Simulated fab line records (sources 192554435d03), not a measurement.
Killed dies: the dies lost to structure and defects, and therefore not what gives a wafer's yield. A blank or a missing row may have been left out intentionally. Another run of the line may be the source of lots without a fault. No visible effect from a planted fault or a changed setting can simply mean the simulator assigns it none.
Chamber matching :: flow n5-finfet :: 4 sister chambers for N5_BEOL_M11_ALD_74 on ald-metal-04
The step deposits TaN, target thk 2 nm, pulse time 2 s, purge time 3 s. 4 wafers are shown with their chamber, then 7 later ones without.

== EACH WAFER AND ITS CHAMBER ==
wafer: L080.4
chamber: 1
heater-power-w (W): 413

wafer: L084.1
chamber: 0
heater-power-w (W): 450

wafer: L094.1
chamber: 2
heater-power-w (W): 330

wafer: L094.2
chamber: 3
heater-power-w (W): 368

== WAFERS WHOSE CHAMBER IS MISSING ==
wafer: L094.6
heater-power-w (W): 372

wafer: L095.3
heater-power-w (W): 394

wafer: L095.5
heater-power-w (W): 373

wafer: L095.6
heater-power-w (W): 403

wafer: L096.1
heater-power-w (W): 395

wafer: L096.4
heater-power-w (W): 382

wafer: L096.6
heater-power-w (W): 331

== EACH ONE'S CHAMBER ==
wafer: L094.6
from the rows above: 3
in truth: 3

wafer: L095.3
from the rows above: can't be placed: 1 or 3
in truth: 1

wafer: L095.5
from the rows above: 3
in truth: 3

wafer: L095.6
from the rows above: 1
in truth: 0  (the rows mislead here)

wafer: L096.1
from the rows above: can't be placed: 1 or 3
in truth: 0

wafer: L096.4
from the rows above: can't be placed: 3 or 1
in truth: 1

wafer: L096.6
from the rows above: 2
in truth: 2
Placed correctly: 3 of 7. Can't be placed from these rows: 3 (the true chamber is among the candidates in 2). Wrongly placed: 1.
How it was worked out, from the rows above alone: a wafer's distance from a chamber is the root of the sum, over the readings, of the square of ((its reading less the chamber's mean) divided by the reading's scatter). If the next closest chamber is less than 2 further off than the closest, the wafer can't be placed; otherwise it belongs to the closest. Each chamber's mean is taken over the wafers shown for it. The scatter: with one shown wafer a chamber, the root of the mean of the squares of how far each hidden wafer lies from its nearest shown one.
